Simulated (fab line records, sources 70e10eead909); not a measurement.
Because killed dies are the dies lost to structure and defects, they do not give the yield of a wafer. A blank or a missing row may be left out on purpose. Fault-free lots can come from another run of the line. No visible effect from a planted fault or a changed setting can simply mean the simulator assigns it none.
Which tool did it? | flow nandHarc | 36 wafers from 12 lots sampled at 5 of the route's 1159 steps

== WHAT EACH GAUGE READ, for each wafer ==
NHARC_A_M0_THK_MEAS_24: measures by xrf. Usual: 113.9 nm for thkNm, sd 1.4.
lot  | measured     | on           | thkNm (nm)        | flag
L154 | day 18 03:27 | filmMetro-02 | 112.8 113.2 113.6 | 
L161 | day 19 15:17 | filmMetro-01 | 112.4 111.9 113.9 | 
L164 | day 20 04:23 | filmMetro-02 | 111.8 113.1 113.9 | 
L167 | day 20 12:16 | filmMetro-01 | 114.2 114.5 114.7 | 
L165 | day 20 21:47 | filmMetro-02 | 115.1 114.3 114.8 | 
L169 | day 21 12:31 | filmMetro-01 | 113.3 115.4 115.3 | 
L171 | day 21 19:09 | filmMetro-02 | 115.4 113.7 116.5 | 
L170 | day 22 03:07 | filmMetro-01 | 114.3 114.5 115.0 | 
L173 | day 22 03:39 | filmMetro-01 | 113.5 113.6 113.4 | 
L172 | day 22 04:16 | filmMetro-01 | 113.9 113.3 115.5 | 
L176 | day 23 05:13 | filmMetro-01 | 112.4 114.9 114.9 | 
L175 | day 23 16:20 | filmMetro-01 | 112.6 113.3 114.9 | 

NHARC_A_M1_CD_MEAS_16. Usual: 119.8 nm for cdNm, sd 0.9.
lot  | measured     | on       | cdNm (nm)         | flag
L154 | day 18 05:46 | cdSem-03 | 119.8 119.3 119.0 | 
L161 | day 19 17:25 | cdSem-01 | 121.2 121.0 119.0 | 
L164 | day 20 06:22 | cdSem-03 | 119.4 118.1 119.7 | 
L167 | day 20 14:13 | cdSem-01 | 122.4 120.9 119.1 | 
L165 | day 20 23:52 | cdSem-03 | 120.1 119.5 121.3 | 
L169 | day 21 14:34 | cdSem-01 | 120.3 118.7 120.2 | 
L171 | day 21 21:13 | cdSem-03 | 119.0 120.1 119.7 | 
L170 | day 22 05:14 | cdSem-02 | 119.5 120.5 119.5 | 
L173 | day 22 05:50 | cdSem-01 | 118.0 118.5 118.7 | 
L172 | day 22 06:12 | cdSem-03 | 119.7 121.5 120.5 | 
L176 | day 23 08:39 | cdSem-02 | 120.0 120.2 118.0 | 
L175 | day 23 18:13 | cdSem-02 | 122.7 121.4 121.1 | 

NHARC_END_SORT_01. Usual: defectLimitedYield 95.4 %, standard deviation 1.8; killedAtArray 27, standard deviation 11; killedAtOther 0.7, standard deviation 1.1; killedAtPeriphery 3.4, standard deviation 2.1; killedDies 31, standard deviation 12; killedOpen 3.6, standard deviation 2; killedShort 2.0, standard deviation 1.3; sort_bin_2_pct 1.5 %, standard deviation 0.71; sort_bin_3_pct 0.25 %, standard deviation 0.22; sort_bin_4_pct 2.9 %, standard deviation 1.2; sortNPass 646, standard deviation 12; sortRimYieldPct 95.0 %, standard deviation 2.5; sortYieldPct 95.4 %, standard deviation 1.8.
lot  | measured     | on        | defectLimitedYield (%) | killedAtArray | killedAtOther | killedAtPeriphery | killedDies | killedOpen | killedShort | sort_bin_2_pct (%) | sort_bin_3_pct (%) | sort_bin_4_pct (%) | sortNPass | sortRimYieldPct (%) | sortYieldPct (%) | flag
L161 | day 21 06:46 | prober-01 | 95.9                   | 25            | 0             | 3                 | 28         | 2          | 3           | 1.0                | 0.30               | 2.8                | 649       | 91.5                | 95.9             | 

== TOOL THAT RAN EACH LOT (tool first, then ch and the chambers of the sampled wafers, then the start) ==
lot  | NHARC_A_M1_ETCH_28                | NHARC_A_M1_DEP_33
L154 | rieDiel-03 ch 0,1, day 18 06:05   | pecvd-01 ch 0,1, day 18 08:23
L161 | rieDiel-03 ch 0,2,3, day 19 17:44 | pecvd-03 ch 1,2, day 19 20:14
L164 | rieDiel-03 ch 0,1,3, day 20 06:40 | pecvd-02 ch 0,1,2, day 20 08:50
L167 | rieDiel-08 ch 0,3, day 20 14:31   | pecvd-02 ch 0,1,2, day 20 16:47
L165 | rieDiel-11 ch 0,1,2, day 21 00:10 | pecvd-01 ch 0,1,2, day 21 02:18
L169 | rieDiel-11 ch 0,2,3, day 21 14:54 | pecvd-01 ch 0,1,2, day 21 17:05
L171 | rieDiel-11 ch 0,1,2, day 21 21:32 | pecvd-02 ch 0,1,2, day 21 23:40
L170 | rieDiel-11 ch 0,1,3, day 22 05:33 | pecvd-03 ch 0,1,2, day 22 07:44
L173 | rieDiel-08 ch 0,1,3, day 22 06:14 | pecvd-02 ch 0,2, day 22 08:23
L172 | rieDiel-11 ch 0,2,3, day 22 06:31 | pecvd-03 ch 0,2, day 22 08:40
L176 | rieDiel-03 ch 1,2, day 23 08:58   | pecvd-01 ch 0,1, day 23 11:13
L175 | rieDiel-08 ch 1,2,3, day 23 18:33 | pecvd-02 ch 0,1, day 23 20:43
- NHARC_A_M1_ETCH_28: etches the open film in CF4/N2, target depth 30 nm, time 72.99 s.
- NHARC_A_M1_DEP_33: deposits SiCN, target thk 30 nm.

== AS READ BY THE TOOLS THEMSELVES (means over the sampled wafers that have a number; for cases with no such wafer, the mark the record gives instead) ==
NHARC_A_M1_ETCH_28. Usual: drypumpMotorCurrentA 5.9 A, standard deviation 0.49; oesProductAu 0.996 a.u., standard deviation 0.0095; rfVppV 314.2 V, standard deviation 2; runLengthS 94.3 s, standard deviation 0.49; showerheadPlenumPTorr 2.63 Torr, standard deviation 0.11; throttleValvePct 19.795 %, standard deviation 0.0084.
lot  | tool       | drypumpMotorCurrentA (A) | oesProductAu (a.u.) | rfVppV (V) | runLengthS (s) | showerheadPlenumPTorr (Torr) | throttleValvePct (%) | flag
L154 | rieDiel-03 | 5.7                      | 0.994               | 315.1      | 93.9           | 2.71                         | 19.798               | 
L161 | rieDiel-03 | 5.1                      | 0.992               | 312.1      | 87.8           | 2.53                         | 19.796               | OFF
L164 | rieDiel-03 | 5.3                      | 0.988               | 314.7      | 87.8           | 2.64                         | 19.794               | OFF
L167 | rieDiel-08 | 6.2                      | 1.006               | 315.7      | 94.3           | 2.75                         | 19.809               | 
L165 | rieDiel-11 | 6.2                      | 1.004               | 313.2      | 94.3           | 2.61                         | 19.797               | 
L169 | rieDiel-11 | 6.2                      | 1.000               | 313.7      | 94.2           | 2.59                         | 19.795               | 
L171 | rieDiel-11 | 6.2                      | 1.000               | 314.0      | 94.5           | 2.61                         | 19.797               | 
L170 | rieDiel-11 | 6.3                      | 1.005               | 313.4      | 94.5           | 2.61                         | 19.793               | 
L173 | rieDiel-08 | 6.2                      | 0.991               | 315.0      | 94.4           | 2.75                         | 19.787               | 
L172 | rieDiel-11 | 6.3                      | 0.999               | 314.7      | 94.4           | 2.59                         | 19.788               | 
L176 | rieDiel-03 | 5.6                      | 0.990               | 312.7      | 93.9           | 2.54                         | 19.795               | 
L175 | rieDiel-08 | 6.3                      | 0.997               | 316.3      | 94.2           | 2.73                         | 19.787               | 

NHARC_A_M1_DEP_33. Usual: 531 W for heaterPowerW, sd 59.
lot  | tool     | heaterPowerW (W) | flag
L154 | pecvd-01 | 584              | 
L161 | pecvd-03 | 482              | 
L164 | pecvd-02 | 496              | 
L167 | pecvd-02 | 472              | 
L165 | pecvd-01 | 580              | 
L169 | pecvd-01 | 580              | 
L171 | pecvd-02 | 486              | 
L170 | pecvd-03 | 468              | 
L173 | pecvd-02 | 466              | 
L172 | pecvd-03 | 471              | 
L176 | pecvd-01 | 609              | 
L175 | pecvd-02 | 533              | 

== THE ANSWER, worked out from the rows above alone ==
Rule: a lot is off if the mean of its wafers that have a number lies more than 3 standard deviations from the usual mean. Also off: a lot with no number at a reading for which 4 or more lots have one. The other lots that the step has rows for count as sound. The gauges are gone through in route order, then the tools' own readings, and for those a lot's mean is taken as printed above. At the first step where some lot is off, the reading lying furthest off is the one used; lots without a number count as furthest.
Off: L161, L164, at NHARC_A_M1_ETCH_28 (runLengthS).
If a tool, at that step or one of the process steps before it, ran each lot that is off and ran no sound lot following the first of them, it fits. Of those tried, none fits.

== WHAT WAS PUT IN BY THE SIMULATOR ==
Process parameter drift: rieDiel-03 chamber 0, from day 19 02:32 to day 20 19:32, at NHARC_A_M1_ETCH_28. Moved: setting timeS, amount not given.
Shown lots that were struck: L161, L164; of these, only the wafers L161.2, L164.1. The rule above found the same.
